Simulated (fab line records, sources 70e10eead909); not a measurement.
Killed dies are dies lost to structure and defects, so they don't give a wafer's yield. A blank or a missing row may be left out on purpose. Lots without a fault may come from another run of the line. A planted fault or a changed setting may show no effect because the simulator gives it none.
Chamber matching | flow nand_harc | NHARC_A_STAIRCASE_ETCH_444 on rie_diel-01: 4 sister chambers
The step etches the open film in C4F8/O2, target depth 10200 nm, time 3400 s. 4 wafers are shown with their chamber, then 7 later ones without.

WAFERS WITH THEIR CHAMBER
wafer  | chamber | rf_vpp_V (V)
L226.3 | 1       | 801
L233.1 | 2       | 800
L234.1 | 3       | 807
L234.3 | 0       | 804

WAFERS WITHOUT THEIR CHAMBER
wafer  | rf_vpp_V (V)
L234.6 | 800
L237.1 | 807
L237.4 | 803
L237.6 | 804
L247.2 | 799
L247.4 | 807
L247.5 | 799

WHICH CHAMBER EACH WENT THROUGH
wafer  | from the rows above     | in truth
L234.6 | can't be placed: 2 or 1 | 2
L237.1 | 3                       | 3
L237.4 | can't be placed: 0 or 1 | 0
L237.6 | 0                       | 0
L247.2 | can't be placed: 2 or 1 | 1
L247.4 | 3                       | 3
L247.5 | can't be placed: 2 or 1 | 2
Placed correctly: 3 of 7. Can't be placed from these rows: 4 (the true chamber is among the candidates in 4). Placed wrongly: 0.
How it was worked out, from the rows above alone: a wafer's distance from a chamber is the root of the sum, over the readings, of the square of ((its reading less the chamber's mean) divided by the reading's scatter). The wafer belongs to the nearest chamber; if the next one is less than 2 further off, it can't be placed. A chamber's mean is the mean of its shown wafers. The scatter: with one shown wafer a chamber, the root of the mean of the squares of how far each hidden wafer lies from its nearest shown one.
